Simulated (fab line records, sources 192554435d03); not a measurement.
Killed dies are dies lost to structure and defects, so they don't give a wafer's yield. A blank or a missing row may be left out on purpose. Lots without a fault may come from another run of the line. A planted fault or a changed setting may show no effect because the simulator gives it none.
Chamber matching | flow n5_finfet | N5_BEOL_M11_CURE_72 on uv_cure-03: 3 sister chambers
The step cures SiCOH lowk, time 120 s. 22 wafers are shown with their chamber, then 11 later ones without.

WAFERS WITH THEIR CHAMBER
wafer  | chamber | wafer_temp_C_max | lamp_power_pct (%)
L074.1 | 0       | 373.2            | 52.37
L074.4 | 0       | 372.7            | 52.25
L074.5 | 0       | 372.8            | 52.41
L077.1 | 1       | 372.8            | 52.24
L077.5 | 1       | 372.2            | 52.28
L077.6 | 1       | 372.2            | 52.25
L079.2 | 0       | 372.9            | 52.44
L079.4 | 0       | 373.2            | 52.30
L079.6 | 0       | 372.3            | 52.44
L087.1 | 0       | 373.2            | 52.32
L087.2 | 0       | 373.4            | 52.29
L087.4 | 0       | 373.0            | 52.32
L087.3 | 0       | 373.0            | 52.25
L087.5 | 0       | 372.0            | 52.18
L087.6 | 0       | 373.7            | 52.23
L085.2 | 0       | 372.8            | 52.26
L085.5 | 0       | 373.2            | 52.36
L085.6 | 0       | 373.8            | 52.26
L089.1 | 2       | 371.6            | 52.29
L089.4 | 2       | 371.4            | 52.29
L089.6 | 2       | 371.6            | 52.34
L091.1 | 2       | 371.2            | 52.30

SIGNATURES (means of the wafers above)
reading          | chamber 0 | chamber 1 | chamber 2 | scatter within a chamber
wafer_temp_C_max | 373.013   | 372.400   | 371.450   | 0.427
lamp_power_pct   | 52.3120   | 52.2567   | 52.3050   | 0.0683
Rule: a wafer's distance from a chamber is the root of the sum, over the readings, of the square of ((its reading less the chamber's mean) divided by the reading's scatter). The wafer belongs to the nearest chamber; if the next one is less than 2 further off, it can't be placed. The scatter: the root of (the sum of the squares of (reading less its chamber's mean) over the shown wafers, divided by (wafers less chambers)).

WAFERS WITHOUT THEIR CHAMBER
wafer  | wafer_temp_C_max | lamp_power_pct (%)
L091.4 | 371.5            | 52.22
L091.5 | 371.1            | 52.29
L092.1 | 373.2            | 52.21
L092.4 | 372.3            | 52.37
L092.5 | 374.3            | 52.32
L097.1 | 373.1            | 52.27
L097.3 | 373.6            | 52.31
L097.5 | 373.8            | 52.31
L097.2 | 373.9            | 52.32
L097.4 | 371.9            | 52.35
L097.6 | 372.7            | 52.21

WHICH CHAMBER EACH WENT THROUGH
wafer  | from the rows above          | in truth
L091.4 | can't be placed: 2 or 1      | 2
L091.5 | 2                            | 2
L092.1 | can't be placed: 0 or 1      | 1
L092.4 | can't be placed: 1 or 0 or 2 | 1
L092.5 | can't be placed: 0 or 1      | 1
L097.1 | can't be placed: 0 or 1      | 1
L097.3 | can't be placed: 0 or 1      | 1
L097.5 | can't be placed: 0 or 1      | 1
L097.2 | can't be placed: 0 or 1      | 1
L097.4 | can't be placed: 2 or 1 or 0 | 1
L097.6 | can't be placed: 1 or 0      | 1
Placed correctly: 1 of 11. Can't be placed from these rows: 10 (the true chamber is among the candidates in 10). Placed wrongly: 0.
